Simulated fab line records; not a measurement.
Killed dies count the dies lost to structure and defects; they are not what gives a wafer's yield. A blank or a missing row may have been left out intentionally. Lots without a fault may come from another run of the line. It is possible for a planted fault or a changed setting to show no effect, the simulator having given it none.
Matching of chambers -- flow n5-finfet -- N5_BEOL_M7_CMP_52 on cmp-02: 4 sister chambers
The step polishes, stops on SiCOH lowk, t overpolish 6.9 s, target thk 80 nm. 4 wafers are shown with their chamber, then 7 later ones without.

## WAFERS WITH THEIR CHAMBER
wafer,chamber,motor-current-A (A)
L492.2,2,6.2
L507.6,3,6.3
L508.2,1,6.0
L508.5,0,6.0

## WAFERS WITHOUT THEIR CHAMBER
wafer,motor-current-A (A)
L508.6,5.6
L511.2,6.3
L511.5,5.7
L511.6,5.8
L514.2,6.0
L514.3,5.9
L514.5,6.4

## CHAMBER TAKEN BY EACH
wafer,from the rows above,in truth
L508.6,can't be placed: 0 or 1 or 2 or 3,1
L511.2,can't be placed: 3 or 2 or 0 or 1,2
L511.5,can't be placed: 0 or 1 or 2 or 3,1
L511.6,can't be placed: 0 or 1 or 2 or 3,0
L514.2,can't be placed: 0 or 1 or 2 or 3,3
L514.3,can't be placed: 0 or 1 or 2 or 3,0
L514.5,can't be placed: 3 or 2 or 0 or 1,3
Correctly placed: 0 of 7. These rows do not allow placing 7 (true chamber among the candidates in 7). Number placed wrongly: 0.
How it was worked out, from the rows above alone: a wafer's distance from a chamber is the root of the sum, over the readings, of the square of ((its reading less the chamber's mean) divided by the reading's scatter). The wafer belongs to the nearest chamber; if the next one is less than 2 further off, it can't be placed. For every chamber, the mean is computed from those of its wafers that are shown. The scatter (one wafer shown for each chamber): square how far every hidden wafer sits from the nearest shown wafer, average those squares and take the square root.
